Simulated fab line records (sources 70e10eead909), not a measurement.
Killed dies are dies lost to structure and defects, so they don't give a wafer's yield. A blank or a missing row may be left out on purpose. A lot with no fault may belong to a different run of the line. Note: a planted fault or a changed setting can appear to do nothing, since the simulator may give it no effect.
Which tool is to blame? / flow nandHarc / 13 lots, 38 wafers sampled, at 5 steps of a route of 1302

## WHAT THE GAUGES READ, wafer by wafer
NHARC_P_ZERO_WELL_CD_MEAS_11 targets a cd of 500 nm.
lot=L498; measured=day 2 07:23; on=cdSem-02; cdNm (nm)=498.1 495.9 498.3
lot=L499; measured=day 2 17:15; on=cdSem-02; cdNm (nm)=496.7 498.0 498.0
lot=L500; measured=day 3 03:14; on=cdSem-01; cdNm (nm)=497.7 497.6 497.0
lot=L501; measured=day 3 13:07; on=cdSem-03; cdNm (nm)=501.1 498.3 499.6
lot=L502; measured=day 3 23:14; on=cdSem-03; cdNm (nm)=495.2 498.2 497.3
lot=L503; measured=day 4 09:14; on=cdSem-02; cdNm (nm)=496.7 500.5 498.7
lot=L504; measured=day 4 19:07; on=cdSem-03; cdNm (nm)=500.4 500.7 501.6
lot=L505; measured=day 5 05:07; on=cdSem-01; cdNm (nm)=504.1 500.4 501.0
lot=L509; measured=day 6 21:07; on=cdSem-02; cdNm (nm)=500.2 501.6 501.1
lot=L510; measured=day 7 07:14; on=cdSem-03; cdNm (nm)=496.7 501.1 500.4
lot=L514; measured=day 8 23:07; on=cdSem-03; cdNm (nm)=499.3 496.9
lot=L518; measured=day 10 15:07; on=cdSem-02; cdNm (nm)=502.5 500.2 500.7
lot=L520; measured=day 11 11:14; on=cdSem-01; cdNm (nm)=498.5 500.2 497.5

NHARC_END_SORT_01.
lot=L509; measured=day 28 14:14; on=prober-02; killedAtArray=66 74 54; killedAtOther=1 2 2; killedAtPeriphery=3 1 3; killedDies=70 77 59; killedOpen=3 3 3; killedShort=6 3 3
lot=L518; measured=day 33 06:08; on=prober-02; killedAtArray=70 59 59; killedAtOther=1 3 6; killedAtPeriphery=2 3 6; killedDies=73 65 71; killedOpen=5 5 3; killedShort=4 3 3

## TOOL THAT RAN EACH LOT (tool first, then ch and the chambers of the sampled wafers, then the start)
lot=L498; NHARC_P_ZERO_WELL_SOFTBAKE_06=lithoTrack-02 ch 0, day 2 06:00; NHARC_P_ZERO_WELL_ETCH_63=rieSi-03 ch 0,2,3, day 2 07:47; NHARC_P_ZERO_WELL_DESCUM_39=rieDiel-08 ch 0,3, day 2 10:23
lot=L499; NHARC_P_ZERO_WELL_SOFTBAKE_06=lithoTrack-05 ch 0, day 2 16:00; NHARC_P_ZERO_WELL_ETCH_63=rieSi-06 ch 0,1, day 2 21:21; NHARC_P_ZERO_WELL_DESCUM_39=rieDiel-04 ch 0,1,2, day 3 00:11
lot=L500; NHARC_P_ZERO_WELL_SOFTBAKE_06=lithoTrack-05 ch 0, day 3 02:00; NHARC_P_ZERO_WELL_ETCH_63=rieSi-06 ch 0,1,2, day 3 03:59; NHARC_P_ZERO_WELL_DESCUM_39=rieDiel-04 ch 0,2,3, day 3 06:37
lot=L501; NHARC_P_ZERO_WELL_SOFTBAKE_06=lithoTrack-05 ch 0, day 3 12:00; NHARC_P_ZERO_WELL_ETCH_63=rieSi-02 ch 1,2,3, day 3 13:32; NHARC_P_ZERO_WELL_DESCUM_39=rieDiel-11 ch 0,2,3, day 3 16:08
lot=L502; NHARC_P_ZERO_WELL_SOFTBAKE_06=lithoTrack-03 ch 0, day 3 22:00; NHARC_P_ZERO_WELL_ETCH_63=rieSi-02 ch 2,3, day 3 23:40; NHARC_P_ZERO_WELL_DESCUM_39=rieDiel-04 ch 2,3, day 4 02:24
lot=L503; NHARC_P_ZERO_WELL_SOFTBAKE_06=lithoTrack-03 ch 0, day 4 08:00; NHARC_P_ZERO_WELL_ETCH_63=rieSi-06 ch 0,1,3, day 4 09:49; NHARC_P_ZERO_WELL_DESCUM_39=rieDiel-08 ch 0,2, day 4 12:38
lot=L504; NHARC_P_ZERO_WELL_SOFTBAKE_06=lithoTrack-05 ch 0, day 4 18:00; NHARC_P_ZERO_WELL_ETCH_63=rieSi-03 ch 0,2,3, day 4 19:32; NHARC_P_ZERO_WELL_DESCUM_39=rieDiel-04 ch 0,1,3, day 4 22:17
lot=L505; NHARC_P_ZERO_WELL_SOFTBAKE_06=lithoTrack-02 ch 0, day 5 04:00; NHARC_P_ZERO_WELL_ETCH_63=rieSi-06 ch 0,1, day 5 05:32; NHARC_P_ZERO_WELL_DESCUM_39=rieDiel-04 ch 0,2, day 5 08:08
lot=L509; NHARC_P_ZERO_WELL_SOFTBAKE_06=lithoTrack-02 ch 0, day 6 20:00; NHARC_P_ZERO_WELL_ETCH_63=rieSi-03 ch 2,3, day 6 21:34; NHARC_P_ZERO_WELL_DESCUM_39=rieDiel-08 ch 2,3, day 7 00:11
lot=L510; NHARC_P_ZERO_WELL_SOFTBAKE_06=lithoTrack-05 ch 0, day 7 06:00; NHARC_P_ZERO_WELL_ETCH_63=rieSi-06 ch 0,1, day 7 07:40; NHARC_P_ZERO_WELL_DESCUM_39=rieDiel-11 ch 0,1,2, day 7 10:37
lot=L514; NHARC_P_ZERO_WELL_SOFTBAKE_06=lithoTrack-02 ch 0, day 8 22:00; NHARC_P_ZERO_WELL_ETCH_63=rieSi-06 ch 1,2, day 8 23:40; NHARC_P_ZERO_WELL_DESCUM_39=rieDiel-11 ch 1,3, day 9 02:23
lot=L518; NHARC_P_ZERO_WELL_SOFTBAKE_06=lithoTrack-03 ch 0, day 10 14:00; NHARC_P_ZERO_WELL_ETCH_63=rieSi-02 ch 1,2,3, day 10 15:32; NHARC_P_ZERO_WELL_DESCUM_39=rieDiel-11 ch 1,3, day 10 18:16
lot=L520; NHARC_P_ZERO_WELL_SOFTBAKE_06=lithoTrack-05 ch 0, day 11 10:00; NHARC_P_ZERO_WELL_ETCH_63=rieSi-02 ch 2,3, day 11 11:40; NHARC_P_ZERO_WELL_DESCUM_39=rieDiel-04 ch 1,2, day 11 14:18
- NHARC_P_ZERO_WELL_SOFTBAKE_06: time 70 s.
- NHARC_P_ZERO_WELL_ETCH_63: etches the open film in HBr/Cl2, target depth 120 nm, time 40.1 s.
- NHARC_P_ZERO_WELL_DESCUM_39: chemistry O2, time 3 s.

## WHAT THE TOOLS THEMSELVES READ (means of the sampled wafers that have a number; where no wafer has one, the mark that the record gives instead)
NHARC_P_ZERO_WELL_SOFTBAKE_06.
lot=L498; tool=lithoTrack-02; heaterPowerTotalW (W)=202.7; plateTempC (C)=125.01
lot=L499; tool=lithoTrack-05; heaterPowerTotalW (W)=200.1; plateTempC (C)=125.00
lot=L500; tool=lithoTrack-05; heaterPowerTotalW (W)=202.2; plateTempC (C)=124.91
lot=L501; tool=lithoTrack-05; heaterPowerTotalW (W)=201.6; plateTempC (C)=125.04
lot=L502; tool=lithoTrack-03; heaterPowerTotalW (W)=201.5; plateTempC (C)=125.11
lot=L503; tool=lithoTrack-03; heaterPowerTotalW (W)=201.1; plateTempC (C)=124.85
lot=L504; tool=lithoTrack-05; heaterPowerTotalW (W)=200.6; plateTempC (C)=124.96
lot=L505; tool=lithoTrack-02; heaterPowerTotalW (W)=202.0; plateTempC (C)=124.87
lot=L509; tool=lithoTrack-02; heaterPowerTotalW (W)=200.8; plateTempC (C)=124.76
lot=L510; tool=lithoTrack-05; heaterPowerTotalW (W)=201.7; plateTempC (C)=124.93
lot=L514; tool=lithoTrack-02; heaterPowerTotalW (W)=213.9; plateTempC (C)=124.94
lot=L518; tool=lithoTrack-03; heaterPowerTotalW (W)=200.5; plateTempC (C)=125.12
lot=L520; tool=lithoTrack-05; heaterPowerTotalW (W)=202.4; plateTempC (C)=125.04

NHARC_P_ZERO_WELL_ETCH_63.
lot=L498; tool=rieSi-03; drypumpMotorCurrentA (A)=6.0; oesProductAu (a.u.)=0.990; throttleValvePct (%)=26.400
lot=L499; tool=rieSi-06; drypumpMotorCurrentA (A)=5.4; oesProductAu (a.u.)=1.014; throttleValvePct (%)=26.401
lot=L500; tool=rieSi-06; drypumpMotorCurrentA (A)=5.6; oesProductAu (a.u.)=1.003; throttleValvePct (%)=26.397
lot=L501; tool=rieSi-02; drypumpMotorCurrentA (A)=5.8; oesProductAu (a.u.)=1.007; throttleValvePct (%)=26.410
lot=L502; tool=rieSi-02; drypumpMotorCurrentA (A)=5.6; oesProductAu (a.u.)=0.996; throttleValvePct (%)=26.401
lot=L503; tool=rieSi-06; drypumpMotorCurrentA (A)=5.5; oesProductAu (a.u.)=1.000; throttleValvePct (%)=26.409
lot=L504; tool=rieSi-03; drypumpMotorCurrentA (A)=6.0; oesProductAu (a.u.)=0.995; throttleValvePct (%)=26.411
lot=L505; tool=rieSi-06; drypumpMotorCurrentA (A)=5.4; oesProductAu (a.u.)=1.000; throttleValvePct (%)=26.402
lot=L509; tool=rieSi-03; drypumpMotorCurrentA (A)=6.2; oesProductAu (a.u.)=0.987; throttleValvePct (%)=26.402
lot=L510; tool=rieSi-06; drypumpMotorCurrentA (A)=5.4; oesProductAu (a.u.)=1.002; throttleValvePct (%)=26.398
lot=L514; tool=rieSi-06; drypumpMotorCurrentA (A)=5.8; oesProductAu (a.u.)=1.006; throttleValvePct (%)=26.410
lot=L518; tool=rieSi-02; drypumpMotorCurrentA (A)=5.8; oesProductAu (a.u.)=1.000; throttleValvePct (%)=26.411
lot=L520; tool=rieSi-02; drypumpMotorCurrentA (A)=6.0; oesProductAu (a.u.)=0.997; throttleValvePct (%)=26.407

NHARC_P_ZERO_WELL_DESCUM_39.
lot=L498; tool=rieDiel-08; drypumpMotorCurrentA (A)=5.6; oesProductAu (a.u.)=1.004; rfVppV (V)=58.0; showerheadPlenumPTorr (Torr)=1.91; throttleValvePct (%)=11.314
lot=L499; tool=rieDiel-04; drypumpMotorCurrentA (A)=6.3; oesProductAu (a.u.)=1.004; rfVppV (V)=58.2; showerheadPlenumPTorr (Torr)=1.91; throttleValvePct (%)=11.303
lot=L500; tool=rieDiel-04; drypumpMotorCurrentA (A)=6.2; oesProductAu (a.u.)=1.002; rfVppV (V)=56.8; showerheadPlenumPTorr (Torr)=1.88; throttleValvePct (%)=11.323
lot=L501; tool=rieDiel-11; drypumpMotorCurrentA (A)=5.9; oesProductAu (a.u.)=0.997; rfVppV (V)=57.6; showerheadPlenumPTorr (Torr)=1.90; throttleValvePct (%)=11.318
lot=L502; tool=rieDiel-04; drypumpMotorCurrentA (A)=6.3; oesProductAu (a.u.)=1.000; rfVppV (V)=57.9; showerheadPlenumPTorr (Torr)=1.84; throttleValvePct (%)=11.302
lot=L503; tool=rieDiel-08; drypumpMotorCurrentA (A)=5.7; oesProductAu (a.u.)=1.002; rfVppV (V)=58.2; showerheadPlenumPTorr (Torr)=1.93; throttleValvePct (%)=11.309
lot=L504; tool=rieDiel-04; drypumpMotorCurrentA (A)=6.0; oesProductAu (a.u.)=1.009; rfVppV (V)=57.1; showerheadPlenumPTorr (Torr)=1.90; throttleValvePct (%)=11.312
lot=L505; tool=rieDiel-04; drypumpMotorCurrentA (A)=6.5; oesProductAu (a.u.)=0.999; rfVppV (V)=58.5; showerheadPlenumPTorr (Torr)=1.91; throttleValvePct (%)=11.311
lot=L509; tool=rieDiel-08; drypumpMotorCurrentA (A)=6.0; oesProductAu (a.u.)=0.992; rfVppV (V)=56.6; showerheadPlenumPTorr (Torr)=1.89; throttleValvePct (%)=11.318
lot=L510; tool=rieDiel-11; drypumpMotorCurrentA (A)=5.9; oesProductAu (a.u.)=0.997; rfVppV (V)=57.6; showerheadPlenumPTorr (Torr)=1.90; throttleValvePct (%)=11.311
lot=L514; tool=rieDiel-11; drypumpMotorCurrentA (A)=5.8; oesProductAu (a.u.)=0.996; rfVppV (V)=57.0; showerheadPlenumPTorr (Torr)=1.89; throttleValvePct (%)=11.310
lot=L518; tool=rieDiel-11; drypumpMotorCurrentA (A)=5.8; oesProductAu (a.u.)=0.996; rfVppV (V)=57.7; showerheadPlenumPTorr (Torr)=1.89; throttleValvePct (%)=11.313
lot=L520; tool=rieDiel-04; drypumpMotorCurrentA (A)=6.4; oesProductAu (a.u.)=1.009; rfVppV (V)=58.0; showerheadPlenumPTorr (Torr)=1.86; throttleValvePct (%)=11.308

## THE ANSWER, worked out from the rows above alone
Rule: usual is defined by the lots themselves. Put in order of their means at a reading, lots are off if they are a third of the lots or fewer, leave a main group of 4 or more, and stand apart from it by a gap of 3 or more times the standard deviation of the main group's means; of several such gaps the widest counts. A main group whose means are all the same, to the digits that the tables above print for the reading, isn't used. A lot without any number at a reading at which 4 lots or more have one is off too. All remaining lots with rows at the step are treated as sound. First the gauges in route order, then the tools' own readings, where a lot's mean is used as printed above. The first step at which some lot is off is used, and at that step the reading that is off furthest; a lot without a number counts as furthest.
Off: L514 (NHARC_P_ZERO_WELL_SOFTBAKE_06, heaterPowerTotalW). Mean 201.4 W and standard deviation 0.79 in the main group.
A tool fits if, at that step or a process step before it, it ran every lot that is off, and no sound lot after the first of them. One fits: NHARC_P_ZERO_WELL_SOFTBAKE_06 on lithoTrack-02. Its last sound lot is L509 (day 6 20:00), its first lot that is off L514 (day 8 22:00): a fault that began between those two fits.
The tool's own readings at NHARC_P_ZERO_WELL_SOFTBAKE_06 bear it out: on the lots that are off they differ by more than 5 times the standard deviation of the sound lots' means. heaterPowerTotalW reads 213.9 W there against 201.4 W on the sound lots.

## WHAT THE SIMULATOR PUT IN
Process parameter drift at NHARC_P_ZERO_WELL_SOFTBAKE_06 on lithoTrack-02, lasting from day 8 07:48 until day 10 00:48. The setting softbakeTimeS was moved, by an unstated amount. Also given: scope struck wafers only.
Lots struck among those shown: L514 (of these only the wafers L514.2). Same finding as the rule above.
